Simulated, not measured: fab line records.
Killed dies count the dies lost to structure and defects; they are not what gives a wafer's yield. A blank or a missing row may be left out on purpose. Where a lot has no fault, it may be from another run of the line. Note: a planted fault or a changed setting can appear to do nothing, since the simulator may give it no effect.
fab line records	flow n5Finfet
record: lots: 11	wafers: 33	lastDay: 17
route steps=1938 shown BEOL_M14@1771 BEOL_M15@1788 PASSIVATION@1936
lots that met no fault: taken from a fault-free run of the same line
startH: hours from the record's opening day to when the first of the lot's shown wafers began	waitH: hours since the lot's step before	" unchanged from the row above	L1.1+2: one row covering several wafers at once	- no value, or no start given	* or withheld: withheld	< > ~ a bound
route shown NAME@n: NAME is a module with steps in the file, n the number in the route of the first one	usual: mean/standard deviation taken from wafers without a fault	same: alike in all rows	chamber/n: place in a boat	sites: the reading at each site	_std_site: how widely they spread, as a standard deviation	_edge_site: inner sites' mean taken away from outer sites' mean	radiusMm: for every site, how far away it sits from the centre of the wafer	mask NAME#n: copy n	behind: the last tool/chamber to shape the wafer	hold: why the lot went on hold/how many hours it stayed there/how the hold came to an end	device: names the non-switching transistor (n, p or np)	end of line: the tests these same wafers got at the end of their route	a step given without rows: its recipe and nothing more	killed: dies lost to structure and defects at the first sort, not the wafer's yield	map: dies across one wafer; x = killed, . = not, _ = none there
set.NAME: the setting that was run; set.NAME@STEP: the one run at that earlier step	model.NAME: the simulator's own value behind a step, which no gauge read
one table for each step of the route and one row for each wafer, over a sample of lots
services: when a tool's chamber went out of use (startH, in hours from the record's first day, below 0 if earlier), for how many hours, and the reason
== steps ==
step: N5_BEOL_M14_RS_MEAS_54
recipe: thkMeasGauge: four-point-probe	reads: Cu_of_BEOL_M14_ECD_47+Ta_of_BEOL_M14_SPUTTER_44+TaN_of_BEOL_M14_SPUTTER_43
usual: M14_RS: 0.0331/0.00075
lot.wafer	tool	chamber	startH	waitH	M14_RS[ohm/sq]
L478.3	filmMetro-01	-	303.50	0.1	0.0318
L478.4	"	-	"	"	0.0331
L478.5	"	-	"	"	0.0326
L479.2	filmMetro-01	-	304.73	0.1	0.0328
L479.4	"	-	"	"	0.0327
L479.5	"	-	"	"	0.0336
L474.2	filmMetro-02	-	311.71	0.1	0.0326
L474.5	"	-	"	"	0.0343
L474.6	"	-	"	"	0.0327
L477.2	filmMetro-01	-	318.55	0.1	0.0327
L477.3	"	-	"	"	0.0331
L477.4	"	-	"	"	0.0336
L480.1	filmMetro-01	-	319.35	0.0	0.0317
L480.2	"	-	"	"	0.0321
L480.4	"	-	"	"	0.0326
L482.1	filmMetro-02	-	337.57	0.0	0.0326
L482.3	"	-	"	"	0.0324
L482.4	"	-	"	"	0.0332
L485.1	filmMetro-02	-	337.83	0.0	0.0333
L485.3	"	-	"	"	0.0337
L485.4	"	-	"	"	0.0350
L484.2	filmMetro-02	-	343.13	0.1	0.0334
L484.4	"	-	"	"	0.0338
L484.6	"	-	"	"	0.0338
L489.1	filmMetro-02	-	372.99	0.0	0.0327
L489.4	"	-	"	"	0.0330
L489.5	"	-	"	"	0.0327
L492.2	filmMetro-02	-	386.51	0.1	0.0330
L492.3	"	-	"	"	0.0328
L492.4	"	-	"	"	0.0339
L494.2	filmMetro-01	-	390.71	0.1	0.0324
L494.3	"	-	"	"	0.0327
L494.4	"	-	"	"	0.0329
step: N5_BEOL_M15_VIA_ETCH_16
recipe: chemistry: C4F8/O2/Ar	target: SiO2	heInnerTorr: 15	heOuterTorr: 30	targetDepthA: 17922	timeS: withheld	ionEnergyEv: 800	pressureMtorr: 20	sourceW: 1905	biasW: 2040	Ar_flow_sccm: 400	C4F8_flow_sccm: 16	O2_flow_sccm: 12	ends: cleared
usual: drypumpMotorCurrentA: 5.8/0.41	mfcArSccm: 400.0/1.3	oesProductAu: 0.69/0.072	rfVppV: 2227/30	showerheadPlenumPTorr: 3.38/0.07	throttleValvePct: 30.9/0.34
lot.wafer	tool	chamber	startH	waitH	drypumpMotorCurrentA	mfcArSccm	oesProductAu	rfVppV	showerheadPlenumPTorr	throttleValvePct
L478.3	rieDiel-02	2	304.68	0.0	6.0	400.6	0.62	2224	3.51	30.9
L478.4	"	0	"	"	5.0	399.8	0.74	2239	3.33	30.9
L478.5	"	0	"	"	5.0	400.9	0.74	2238	3.33	30.9
L479.2	rieDiel-01	0	305.79	0.0	6.3	399.5	0.79	2214	3.35	30.5
L479.4	"	3	"	"	6.2	400.0	0.66	2284	3.31	30.9
L479.5	"	2	"	"	5.8	399.6	0.67	2226	3.41	30.9
L474.2	rieDiel-02	0	312.50	0.0	5.0	399.0	0.73	2237	3.33	30.9
L474.5	"	2	"	"	6.0	400.3	0.62	2224	3.51	30.9
L474.6	"	1	"	"	5.8	400.1	0.83	2224	3.36	31.2
L477.2	rieDiel-01	1	319.46	0.0	5.4	400.2	0.64	2165	3.29	30.8
L477.3	"	2	"	"	5.8	401.0	0.66	2225	3.41	30.9
L477.4	"	0	"	"	6.3	398.5	0.79	2216	3.34	30.5
L480.1	rieDiel-02	2	320.14	0.0	6.0	399.1	0.61	2224	3.51	30.9
L480.2	"	3	"	"	6.3	399.3	0.71	2265	3.45	31.0
L480.4	"	0	"	"	5.0	402.8	0.73	2236	3.33	30.9
L482.1	rieDiel-01	3	338.49	0.0	6.2	399.7	0.65	2285	3.31	30.9
L482.3	"	1	"	"	5.4	400.1	0.64	2166	3.29	30.8
L482.4	"	2	"	"	5.9	402.0	0.66	2226	3.41	30.9
L485.1	rieDiel-06	0	338.63	0.0	5.7	402.3	0.77	2210	3.39	31.3
L485.3	"	2	"	"	6.2	400.7	0.63	2220	3.42	31.5
L485.4	"	3	"	"	5.3	403.2	0.63	2195	3.54	31.3
L484.2	rieDiel-06	2	343.92	0.0	6.2	401.7	0.62	2221	3.42	31.5
L484.4	"	1	"	"	5.5	398.3	0.63	2257	3.38	30.1
L484.6	"	1	"	"	5.5	398.9	0.63	2256	3.38	30.1
L489.1	rieDiel-01	3	373.78	0.0	6.2	400.1	0.65	2282	3.30	31.0
L489.4	"	1	"	"	5.5	401.1	0.63	2164	3.28	30.8
L489.5	"	2	"	"	5.9	398.7	0.65	2226	3.40	30.9
L492.2	rieDiel-01	2	387.71	0.0	5.9	399.1	0.65	2223	3.40	30.9
L492.3	"	3	"	"	6.2	399.4	0.65	2283	3.30	30.9
L492.4	"	1	"	"	5.4	400.6	0.63	2165	3.28	30.8
L494.2	rieDiel-01	0	391.61	0.0	6.3	396.9	0.76	2214	3.33	30.5
L494.3	"	1	"	"	5.4	401.8	0.62	2164	3.28	30.8
L494.4	"	3	"	"	6.2	399.7	0.65	2282	3.30	30.9
step: N5_BEOL_M15_STRIP_63
recipe: chemistry: O2	powerW: 600	tempC: 60	pressureMtorr: 30	rfFrequencyHz: 6e+07	biasPowerW: 0	overashFraction: 0.3	o2FlowSccm: 225
usual: drypumpMotorCurrentA: 5.8/0.41	oesProductAu: 0.77/0.082	rfVppV: 3.6/0.69	showerheadPlenumPTorr: 2.06/0.052	throttleValvePct: 16.74/0.23
lot.wafer	tool	chamber	startH	waitH	drypumpMotorCurrentA	oesProductAu	rfHoursCounterH	rfVppV	showerheadPlenumPTorr	throttleValvePct
L478.3	rieDiel-02	2	-	-	6.0	0.68	208	3.8	2.15	16.95
L478.4	"	0	"	"	5.0	0.82	84	2.6	2.03	16.59
L478.5	"	0	"	"	5.0	0.82	-	5.9	2.03	16.62
L479.2	rieDiel-01	0	-	-	6.3	0.88	47	3.8	2.04	16.34
L479.4	"	3	"	"	6.2	0.72	185	3.3	2.02	16.77
L479.5	"	2	"	"	5.9	0.73	-	3.5	2.10	16.91
L474.2	rieDiel-02	0	-	-	5.0	0.82	87	3.0	2.02	16.60
L474.5	"	2	"	"	6.0	0.69	-	4.0	2.15	16.98
L474.6	"	1	"	"	5.8	0.93	-	3.9	2.03	16.75
L477.2	rieDiel-01	1	-	-	5.4	0.70	217	4.2	1.97	16.51
L477.3	"	2	"	"	5.8	0.73	205	4.4	2.10	16.88
L477.4	"	0	"	"	6.3	0.87	-	3.5	2.04	16.31
L480.1	rieDiel-02	2	-	-	6.0	0.68	215	4.8	2.15	16.97
L480.2	"	3	"	"	6.3	0.79	118	3.8	2.10	16.73
L480.4	"	0	"	"	5.0	0.82	90	4.3	2.02	16.61
L482.1	rieDiel-01	3	-	-	6.2	0.71	192	2.8	2.02	16.79
L482.3	"	0	"	"	6.3	0.86	58	2.7	2.04	16.33
L482.4	"	1	"	"	5.5	0.70	-	3.7	1.97	16.54
L485.1	rieDiel-06	0	-	-	5.6	0.87	37	3.7	2.07	16.83
L485.3	"	2	"	"	6.2	0.69	232	4.3	2.08	17.17
L485.4	"	3	"	"	5.2	0.70	246	3.5	2.15	16.98
L484.2	rieDiel-06	2	-	-	6.2	0.69	234	3.3	2.08	17.18
L484.4	"	1	"	"	5.5	0.71	207	3.2	2.08	16.42
L484.6	"	1	"	"	5.5	0.70	-	3.0	2.08	16.43
L489.1	rieDiel-01	3	-	-	6.2	0.71	206	5.2	2.01	16.81
L489.4	"	1	"	"	5.5	0.69	231	4.7	1.96	16.55
L489.5	"	2	"	"	5.8	0.72	-	3.9	2.09	16.93
L492.2	rieDiel-01	2	-	-	5.9	0.72	227	3.1	2.09	16.94
L492.3	"	3	"	"	6.2	0.70	210	4.7	2.01	16.81
L492.4	"	1	"	"	5.4	0.69	235	4.0	1.96	16.55
L494.2	rieDiel-01	0	-	-	6.3	0.84	77	4.2	2.03	16.36
L494.3	"	1	"	"	5.4	0.70	237	3.4	1.96	16.55
L494.4	"	3	"	"	6.2	0.70	211	2.8	2.01	16.80
step: N5_BEOL_M15_COAT_56
recipe: resist: SOC	tempC: 250	timeS: 60	spinRpm: 1500	resistThkNm: 550
usual: spinSpeedRpm: 1500.1/0.92
lot.wafer	tool	chamber	startH	waitH	spinSpeedRpm
L478.3	lithoTrack-04	0	305.14	0.0	1501.3
L478.4	"	0	"	"	1501.9
L478.5	"	0	"	"	1500.6
L479.2	lithoTrack-04	0	306.24	0.0	1500.2
L479.4	"	0	"	"	1500.1
L479.5	"	0	"	"	1500.2
L474.2	lithoTrack-05	0	312.95	0.0	1502.1
L474.5	"	0	"	"	1500.0
L474.6	"	0	"	"	1500.5
L477.2	lithoTrack-04	0	319.92	0.0	1499.6
L477.3	"	0	"	"	1500.6
L477.4	"	0	"	"	1499.5
L480.1	lithoTrack-05	0	320.59	0.0	1499.5
L480.2	"	0	"	"	1500.9
L480.4	"	0	"	"	1500.1
L482.1	lithoTrack-05	0	338.94	0.0	1500.4
L482.3	"	0	"	"	1501.0
L482.4	"	0	"	"	1499.8
L485.1	lithoTrack-04	0	339.08	0.0	1500.2
L485.3	"	0	"	"	1500.5
L485.4	"	0	"	"	1499.1
L484.2	lithoTrack-04	0	344.37	0.0	1499.2
L484.4	"	0	"	"	1500.8
L484.6	"	0	"	"	1499.8
L489.1	lithoTrack-04	0	374.23	0.0	1297.5
L489.4	"	0	"	"	1298.0
L489.5	"	0	"	"	1296.7
L492.2	lithoTrack-04	0	388.17	0.0	1298.8
L492.3	"	0	"	"	1300.0
L492.4	"	0	"	"	1296.0
L494.2	lithoTrack-02	0	392.07	0.0	1499.7
L494.3	"	0	"	"	1498.1
L494.4	"	0	"	"	1500.6
step: N5_PASSIVATION_PROBE_49
usual: defectLimitedYield: 91.2/1.5	killed_at_M0_to_M3: 34/11	killed_at_M4_up: 14/5.4	killedAtContacts: 12/5.9	killedAtFrontEnd: 40/12	killedAtOther: 4/3.3	killedDies: 103/18	killedOpen: 68/13	killedShort: 34/7.5	sort_bin_5_function: 5.1/1	sort_bin_6_memory: 3.3/0.7	sort_bin_8_speed: 0.03/0.27	sortNPass: 1076/18	sortYieldPct: 91.2/1.5
same: grossDies: 1180	killedAtBackSide: 0	sort_bin_4_leakage[%]: 0
lot.wafer	tool	chamber	startH	waitH	defectLimitedYield[%]	killed_at_M0_to_M3	killed_at_M4_up	killedAtContacts	killedAtFrontEnd	killedAtOther	killedDies	killedOpen	killedShort	sort_bin_5_function[%]	sort_bin_6_memory[%]	sort_bin_8_speed[%]	sortNPass	sortYieldPct[%]
L478.3	prober-02	-	328.37	0.1	93.4	20	13	11	30	4	78	49	29	3.2	3.1	0	1102	93.4
L478.4	prober-02	-	328.42	0.2	91.7	31	10	21	32	4	98	67	30	5.8	2.4	0	1082	91.7
L478.5	prober-02	-	328.47	0.2	93.0	25	8	18	30	2	83	53	30	4.2	2.6	0	1097	93.0
L479.2	prober-01	-	334.26	0.1	92.2	32	15	2	41	2	92	57	34	4.7	2.8	0	1088	92.2
L479.4	prober-01	-	334.36	0.2	91.4	19	14	9	57	3	102	64	37	4.6	3.8	0	1078	91.4
L479.5	prober-01	-	334.41	0.2	92.2	17	21	12	41	1	92	63	29	5.1	2.5	0	1088	92.2
L474.2	prober-02	-	338.05	0.1	88.9	39	14	15	58	5	131	86	44	6.4	4.5	0	1049	88.9
L474.5	prober-02	-	338.20	0.2	90.9	36	18	7	43	3	107	62	44	5.3	3.5	0	1073	90.9
L474.6	prober-02	-	338.25	0.3	90.3	39	14	25	35	2	115	74	41	5.8	3.4	0	1065	90.3
killed by level:class
L478.3 DUMMY_GATE:geometricParticle:open=11 BEOL_M0_SAQP:geometricParticle:short=8 MOL_CONTACT_COAG:geometricParticle:open=7 FIN_SAQP:geometricParticle:open=6 BEOL_M4:geometricParticle:open=5 STARTING-WAFER:geometricParticle:short=5 MOL_CONTACT_COAG:geometricParticle:short=4 BEOL_M8:geometricParticle:open=4
L478.4 MOL_CONTACT_COAG:geometricParticle:open=21 BEOL_M0_SAQP:geometricParticle:open=11 BEOL_M0_SAQP:geometricParticle:short=10 FIN_SAQP:geometricParticle:open=6 DUMMY_GATE:geometricParticle:open=5 FIN_SAQP:geometricParticle:short=4 BEOL_M4:geometricParticle:open=4 STARTING-WAFER:geometricParticle:open=4
L478.5 MOL_CONTACT_COAG:geometricParticle:open=12 DUMMY_GATE:geometricParticle:open=7 BEOL_M2:geometricParticle:open=7 GATE_CUT:geometricParticle:short=6 MOL_CONTACT_COAG:geometricParticle:short=6 BEOL_M0_SAQP:geometricParticle:open=5 STARTING-WAFER:geometricParticle:open=4 BEOL_M0_SAQP:geometricParticle:short=4
L479.2 FIN_SAQP:geometricParticle:open=10 BEOL_M0_SAQP:geometricParticle:open=10 FIN_SAQP:geometricParticle:short=9 BEOL_M0_SAQP:geometricParticle:short=9 BEOL_M4:geometricParticle:open=5 STARTING-WAFER:geometricParticle:open=5 STI_FIN_REVEAL:geometricParticle:open=4 GATE_CUT:geometricParticle:short=4
L479.4 FIN_SAQP:geometricParticle:short=19 FIN_SAQP:geometricParticle:open=17 BEOL_M4:geometricParticle:open=7 MOL_CONTACT_COAG:geometricParticle:open=6 STI_FIN_REVEAL:geometricParticle:open=6 BEOL_M0_SAQP:geometricParticle:open=6 BEOL_M1:geometricParticle:open=4 DUMMY_GATE:geometricParticle:open=3
L479.5 MOL_CONTACT_COAG:geometricParticle:open=11 FIN_SAQP:geometricParticle:open=10 GATE_CUT:geometricParticle:open=6 GATE_CUT:geometricParticle:short=6 BEOL_M0_SAQP:geometricParticle:open=6 BEOL_M4:geometricParticle:open=6 BEOL_M0_SAQP:geometricParticle:short=4 BEOL_M6:geometricParticle:open=4
L474.2 FIN_SAQP:geometricParticle:short=17 MOL_CONTACT_COAG:geometricParticle:open=15 FIN_SAQP:geometricParticle:open=14 BEOL_M1:geometricParticle:open=12 BEOL_M4:geometricParticle:open=7 STI_FIN_REVEAL:geometricParticle:short=6 STI_FIN_REVEAL:geometricParticle:open=6 BEOL_M3:geometricParticle:open=6
L474.5 BEOL_M4:geometricParticle:open=12 BEOL_M3:geometricParticle:open=9 FIN_SAQP:geometricParticle:short=8 STI_FIN_REVEAL:geometricParticle:open=8 MOL_CONTACT_COAG:geometricParticle:open=6 BEOL_M0_SAQP:geometricParticle:short=6 FIN_SAQP:geometricParticle:open=5 BEOL_M4:geometricParticle:short=5
L474.6 MOL_CONTACT_COAG:geometricParticle:open=20 BEOL_M3:geometricParticle:open=12 FIN_SAQP:geometricParticle:short=8 BEOL_M0_SAQP:geometricParticle:open=6 GATE_CUT:geometricParticle:short=5 MOL_CONTACT_COAG:geometricParticle:short=5 BEOL_M1:geometricParticle:open=4 DUMMY_GATE:geometricParticle:open=4
== services ==
tool	chamber	startH	hours	kind
rieDiel-06	-	291.33	15.6	pm
rieDiel-02	3	315.13	4.7	repair
rieDiel-02	0	339.01	2.1	repair
rieDiel-01	1	348.30	14.7	repair
rieDiel-06	3	351.85	-	clean
rieDiel-06	3	351.85	-	consumableReplace:focusRing
rieDiel-06	3	351.85	14.5	scheduledDown
rieDiel-06	3	351.85	14.5	ventCycle
lithoTrack-04	-	360.22	-	consumableReplace:filter
rieDiel-02	0	361.56	5.1	repair
rieDiel-01	-	368.32	1.0	repair
rieDiel-06	2	391.22	-	clean
rieDiel-06	2	391.22	-	consumableReplace:focusRing
== key ==
firstSign: step: N5_BEOL_M15_COAT_56	reading: spinSpeedRpm	direction: down	sigmas: 99+	usual: *	struck: *
effect none on later readings
metAt N5_BEOL_M15_COAT_56
struckLots L489,L492
notActingAt N5_BEOL_M14_RS_MEAS_54,N5_BEOL_M15_VIA_ETCH_16,N5_BEOL_M15_STRIP_63
onsetBetween 344.37 374.23
fault: kind: processParameterDrift	tool: lithoTrack-04	chamber: -	onsetH: 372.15	steps: N5_BEOL_M15_COAT_56	channel: spinRpm	offset: *	shape: step	endH: 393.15	actsIn: *	stated: *
